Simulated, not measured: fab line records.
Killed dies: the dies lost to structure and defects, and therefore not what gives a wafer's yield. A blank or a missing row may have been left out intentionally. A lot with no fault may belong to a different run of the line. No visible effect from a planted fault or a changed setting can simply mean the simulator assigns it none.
Which tool did it? + flow n5-finfet + at 1 step of a route of 1938, 11 lots with 31 wafers sampled

WHAT THE GAUGES READ, wafer by wafer
N5_ILD0_INSPECT_06: inspects for defects (darkfield).
| lot  | measured    | on                | raw-defect-count |
|------|-------------|-------------------|------------------|
| L777 | day 3 17:18 | defect-inspect-02 | 47 58 54         |
| L779 | day 4 10:05 | defect-inspect-01 | 22 30            |
| L781 | day 4 16:43 | defect-inspect-01 | 28 56 20         |
| L782 | day 4 23:41 | defect-inspect-02 | 39 44 34         |
| L783 | day 5 06:07 | defect-inspect-01 | 17 36 21         |
| L784 | day 5 11:58 | defect-inspect-01 | 40 23 36         |
| L785 | day 5 16:51 | defect-inspect-02 | 39 25 33         |
| L786 | day 6 02:47 | defect-inspect-01 | 26 31            |
| L787 | day 6 05:25 | defect-inspect-01 | 32 40 24         |
| L797 | day 8 16:24 | defect-inspect-02 | 64 32 39         |
| L800 | day 9 15:11 | defect-inspect-02 | 20 31 20         |

TOOL THAT RAN EACH LOT (tool first, then ch and the chambers of the sampled wafers, then the start)
The record shows no process step preceding these readings.

AS READ BY THE TOOLS THEMSELVES (means over the sampled wafers that have a number; for cases with no such wafer, the mark the record gives instead)
The record holds no such reading with a usual standard deviation.

THE ANSWER, worked out from the rows above alone
Rule: the lots themselves supply what counts as usual. Put in order of their means at a reading, lots are off if they are a third of the lots or fewer, leave a main group of 4 or more, and stand apart from it by a gap of 3 or more times the standard deviation of the main group's means; of several such gaps the widest counts. The tables above print the reading to a certain number of digits; a main group whose means all agree to those digits is not used. Also off: a lot with no number at a reading for which 4 or more lots have one. Any other lot the step has rows for is counted as sound. First the gauges in route order, then the tools' own readings, where a lot's mean is used as printed above. At the first step where some lot is off, the reading lying furthest off is the one used; lots without a number count as furthest.
None of the lots is off at any reading shown; this tells nothing.

WHAT THE SIMULATOR PUT IN
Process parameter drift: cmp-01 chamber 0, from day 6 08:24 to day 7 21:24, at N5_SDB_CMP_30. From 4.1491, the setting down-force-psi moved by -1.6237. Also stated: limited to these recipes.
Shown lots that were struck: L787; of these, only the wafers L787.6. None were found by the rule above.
